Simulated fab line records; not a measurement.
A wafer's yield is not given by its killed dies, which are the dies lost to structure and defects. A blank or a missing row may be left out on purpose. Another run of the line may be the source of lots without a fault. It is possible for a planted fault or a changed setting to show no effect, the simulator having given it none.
8D (eight disciplines) problem report, filled in by code    flow nand-harc    the parts of the form that need people (team, actions taken, sign-off) are left out

== 1. THE PROBLEM ==
Wafers without a fault read 491.3 W, standard deviation 2.8; rf-fwd-power-W at NHARC_P_GATE_ETCH_104 reads a mean of 430.4 W on 2 wafers belonging to 2 lots. That is -22 standard deviations from the usual mean.
The step: etches the open film in CF4/CHF3, target depth 60 nm.
Seen first at day 13 20:01 on rie-diel-12, wafer L867.3. The record has a number at this step for 36 wafers belonging to 12 lots. Rule for "out" (also "out of limits"): further than 4 standard deviations from the usual mean. The rest of the wafers with a number are treated as sound.

== 2. WHAT IT IS, AND WHAT IT ISN'T ==
question                     is                 is not
which readings at this step  rf-fwd-power-W     drypump-motor-current-A, rf-vpp-V, showerhead-plenum-p-Torr, throttle-valve-pct
which lots                   L867, L868         L846, L847, L849, L850, L851, L853, L854, L855, L857, L858
which wafers of those lots   L867.3, L868.1     L867.1, L867.4, L868.4, L868.6
read on which tools          rie-diel-12        rie-diel-04, rie-diel-10
when                         from day 13 20:01  up to then (32 sound wafers); but 2 sound wafers of L868 came after

== 3. WHAT RULES OUT EACH SUSPECT ==
Counting: if a tool at a process step up to the reading ran every lot that is out, it stays a suspect. Sound lots after the first of them don't rule it out here, since some wafers of a struck lot are sound.
- rie-diel-03 at NHARC_P_STI_ETCH_31 (etches the open film in CF4/CHF3, target depth 108.9 nm, time 54.5 s): kept. Ran every lot that is out, first one L867 (day 13 19:56); last sound lot up to then L851 (day 6 21:41). Because NHARC_P_STI_ETCH_31 lacks a start for some lots, the hours and order of its lots are taken from NHARC_P_GATE_DESCUM_31.
- rie-diel-12 at NHARC_P_GATE_DESCUM_31 (chemistry O2, time 3 s): kept. Ran every lot that is out, first one L867 (day 13 19:56); last sound lot up to then L850 (day 6 21:52).
- rie-diel-12 at NHARC_P_GATE_ETCH_104 (etches the open film in CF4/CHF3, target depth 60 nm): kept. Ran every lot that is out, first one L867 (day 13 20:01); last sound lot up to then L850 (day 6 21:57). Out on those wafers are its own readings of rf-fwd-power-W.
- Within rie-diel-12 at NHARC_P_GATE_ETCH_104: the wafers that are out ran in chamber 3; their sound lot-mates ran in chambers 0, 1, 2.
After the count, these remain: rie-diel-03 at NHARC_P_STI_ETCH_31, rie-diel-12 at NHARC_P_GATE_DESCUM_31 and rie-diel-12 at NHARC_P_GATE_ETCH_104.

== 4. THE CAUSE (what the simulator had put in) ==
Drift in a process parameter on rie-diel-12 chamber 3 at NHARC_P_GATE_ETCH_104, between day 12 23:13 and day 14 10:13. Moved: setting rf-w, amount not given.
Of the 3 suspects that counting leaves, this tool is one.

== 5. SEQUENCE OF EFFECTS, ordered by route ==
One row per reading whose mean, taken over the struck wafers that have a number, lies over 3 standard deviations from the usual. Scope: only readings with a usual standard deviation given in the record; hours: median across lots of the time from each lot's start at the first step in this table that gives one to its start at this step; sigmas: change in usual standard deviations.
hours  step                   reading         usual    on struck wafers  change  sigmas
0      NHARC_P_GATE_ETCH_104  rf-fwd-power-W  491.3 W  430.4             -60.9   -22
Its process steps:
- NHARC_P_GATE_ETCH_104: etches the open film in CF4/CHF3, target depth 60 nm.
At these later measuring or inspecting steps, every struck wafer for which the step has a row has a number for every such reading, and none has moved that far: NHARC_P_GATE_CD_MEAS_59.

== 6. WHAT WOULD HAVE CAUGHT IT SOONER ==
The fault began at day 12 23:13; the first out-of-limits reading in this record came at day 13 20:01, 21 hours later.
